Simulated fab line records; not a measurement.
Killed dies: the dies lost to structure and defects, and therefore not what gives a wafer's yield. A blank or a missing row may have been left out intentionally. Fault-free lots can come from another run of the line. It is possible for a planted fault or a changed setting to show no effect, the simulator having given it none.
Shared-tool check | flow nand-harc | Sample size 14 lots and 42 wafers

== WHY IT WAS OPENED ==
Flagged at NHARC_A_ONON_D2_THK_MEAS_05: reading thk-nm, on 2 of 14 lots. Fault-free wafers read 1001 nm, with a standard deviation of 11.
Rule: a lot is flagged when every wafer of it that has a number lies more than 4 standard deviations from that mean, or none has a number. As for the other lots, they are considered sound.

lot  | measured     | on            | thk-nm (nm), wafer by wafer | flag
L853 | day 13 05:54 | film-metro-02 | 992 992 993                 |
L852 | day 13 05:54 | film-metro-01 | 1004 1001 1002              |
L855 | day 13 07:10 | film-metro-01 | 1003 1001 1003              |
L854 | day 13 07:23 | film-metro-02 | 1003 1003 1001              |
L857 | day 14 13:34 | film-metro-01 | 970 969 970                 |
L860 | day 15 11:46 | film-metro-02 | 695 693 696                 | FLAGGED
L862 | day 16 08:56 | film-metro-02 | 699 698 700                 | FLAGGED
L866 | day 18 08:05 | film-metro-02 | 1014 1013 1014              |
L868 | day 19 00:01 | film-metro-01 | 1001 1002 1003              |
L869 | day 19 12:22 | film-metro-01 | 1006 1006 1005              |
L871 | day 19 20:56 | film-metro-01 | 995 996 996                 |
L870 | day 19 20:58 | film-metro-02 | 1012 1012 1010              |
L873 | day 21 02:22 | film-metro-02 | 1011 1012 1011              |
L872 | day 21 02:22 | film-metro-01 | 1000 1001 1000              |
The numbers of the flagged lots are 697 nm on average: -304 nm against the usual, or -28 standard deviations.

== WHICH TOOL EACH LOT WENT THROUGH ==
The record keeps 1 process step preceding the reading, out of 1302 steps on the route. Each cell gives the tool, then ch followed by the chambers the sampled wafers passed through, then the start.
lot  | flag    | NHARC_A_ONON_D2_DEP_03
L853 |         | pecvd-onon-04 ch 0, day 13 05:34
L852 |         | pecvd-onon-03 ch 0, day 13 05:23
L855 |         | pecvd-onon-01 ch 0, day 13 06:46
L854 |         | pecvd-onon-04 ch 0, day 13 06:52
L857 |         | pecvd-onon-01 ch 0, day 14 13:10
L860 | FLAGGED | pecvd-onon-04 ch 0, day 15 11:14
L862 | FLAGGED | pecvd-onon-04 ch 0, day 16 08:25
L866 |         | pecvd-onon-01 ch 0, day 18 07:38
L868 |         | pecvd-onon-01 ch 0, day 18 23:31
L869 |         | pecvd-onon-03 ch 0, day 19 11:55
L871 |         | pecvd-onon-03 ch 0, day 19 20:36
L870 |         | pecvd-onon-04 ch 0, day 19 20:27
L873 |         | pecvd-onon-01 ch 0, day 21 01:51
L872 |         | pecvd-onon-03 ch 0, day 21 01:52
These steps, and what they do:
- NHARC_A_ONON_D2_DEP_03: target thk 1000 nm.
- NHARC_A_ONON_D2_THK_MEAS_05: measures by ellipsometry.

== FLAGGED AGAINST TOTAL, ONE TOOL AT A TIME (gauges that did the reading follow at the end) ==
step                        | tool          | lots run | flagged | share of the flagged lots | sound lots run after its first flagged lot
NHARC_A_ONON_D2_DEP_03      | pecvd-onon-01 | 5        | 0       | none                      | -
NHARC_A_ONON_D2_DEP_03      | pecvd-onon-03 | 4        | 0       | none                      | -
NHARC_A_ONON_D2_DEP_03      | pecvd-onon-04 | 5        | 2       | all                       | 1 (L870)
NHARC_A_ONON_D2_THK_MEAS_05 | film-metro-01 | 7        | 0       | none                      | -
NHARC_A_ONON_D2_THK_MEAS_05 | film-metro-02 | 7        | 2       | all                       | 3 (L866,L870,L873)

== WHAT THE TABLE ALLOWS ==
Rows of the table that ran all the flagged lots, 2 in number: pecvd-onon-04 at NHARC_A_ONON_D2_DEP_03; film-metro-02 at NHARC_A_ONON_D2_THK_MEAS_05.
- pecvd-onon-04 at NHARC_A_ONON_D2_DEP_03: 2 of its 5 lots flagged. Sound lots ran on it after the first flagged one (L870), which a lasting fault on the whole tool wouldn't allow.
- film-metro-02 at NHARC_A_ONON_D2_THK_MEAS_05: 2 of its 7 lots flagged. Sound lots ran on it after the first flagged one (L866, L870, L873), which a lasting fault on the whole tool wouldn't allow.
Not one row of the table ran every flagged lot while running no sound lot after the first.

== WHAT THE SIMULATOR HAD INSERTED ==
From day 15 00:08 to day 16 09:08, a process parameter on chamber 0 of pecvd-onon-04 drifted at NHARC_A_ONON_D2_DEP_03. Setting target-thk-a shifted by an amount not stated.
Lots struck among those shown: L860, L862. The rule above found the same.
